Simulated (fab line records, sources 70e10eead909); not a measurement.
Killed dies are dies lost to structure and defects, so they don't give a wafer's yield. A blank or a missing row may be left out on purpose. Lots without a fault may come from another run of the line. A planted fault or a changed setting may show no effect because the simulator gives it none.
Chamber matching | flow nand_harc | NHARC_A_BLC_STRIP_29 on rie_diel-12: 4 sister chambers
The step strips in CF4. 14 wafers are shown with their chamber, then 7 later ones without.

WAFERS WITH THEIR CHAMBER
wafer  | chamber | drypump_motor_current_A (A) | showerhead_plenum_p_Torr (Torr) | cf4_flow_sccm (sccm)
L076.1 | 3       | 6.0                         | 1.81                            | 150.1
L076.3 | 0       | 5.7                         | 1.74                            | 150.5
L076.6 | 2       | 6.2                         | 1.85                            | 150.1
L075.3 | 0       | 5.7                         | 1.74                            | 150.3
L075.4 | 3       | 5.9                         | 1.80                            | 149.2
L075.5 | 1       | 5.9                         | 1.81                            | 149.7
L082.3 | 2       | 6.2                         | 1.84                            | 150.1
L082.5 | 2       | 6.2                         | 1.84                            | 149.4
L082.6 | 3       | 6.0                         | 1.80                            | 149.9
L083.1 | 0       | 5.7                         | 1.74                            | 150.7
L083.3 | 2       | 6.2                         | 1.84                            | 149.9
L083.5 | 0       | 5.7                         | 1.74                            | 150.4
L086.2 | 0       | 5.7                         | 1.74                            | 150.2
L086.3 | 1       | 5.9                         | 1.80                            | 150.0

SIGNATURES (means of the wafers above)
reading                  | chamber 0 | chamber 1 | chamber 2 | chamber 3 | scatter within a chamber
drypump_motor_current_A  | 5.700     | 5.900     | 6.200     | 5.967     | 0.0258
showerhead_plenum_p_Torr | 1.7400    | 1.8050    | 1.8425    | 1.8033    | 0.00438
cf4_flow_sccm            | 150.420   | 149.850   | 149.875   | 149.733   | 0.311
Rule: a wafer's distance from a chamber is the root of the sum, over the readings, of the square of ((its reading less the chamber's mean) divided by the reading's scatter). The wafer belongs to the nearest chamber; if the next one is less than 2 further off, it can't be placed. The scatter: the root of (the sum of the squares of (reading less its chamber's mean) over the shown wafers, divided by (wafers less chambers)).

WAFERS WITHOUT THEIR CHAMBER
wafer  | drypump_motor_current_A (A) | showerhead_plenum_p_Torr (Torr) | cf4_flow_sccm (sccm)
L086.4 | 6.0                         | 1.80                            | 149.8
L090.1 | 6.0                         | 1.79                            | 149.1
L090.3 | 5.7                         | 1.73                            | 149.6
L090.6 | 6.2                         | 1.84                            | 150.0
L096.3 | 5.9                         | 1.79                            | 149.6
L096.5 | 6.2                         | 1.83                            | 150.8
L096.6 | 6.0                         | 1.79                            | 150.1

WHICH CHAMBER EACH WENT THROUGH
wafer  | from the rows above     | in truth
L086.4 | 3                       | 3
L090.1 | can't be placed: 3 or 1 | 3
L090.3 | 0                       | 0
L090.6 | 2                       | 2
L096.3 | can't be placed: 1 or 3 | 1
L096.5 | 2                       | 2
L096.6 | can't be placed: 3 or 1 | 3
Placed correctly: 4 of 7. Can't be placed from these rows: 3 (the true chamber is among the candidates in 3). Placed wrongly: 0.
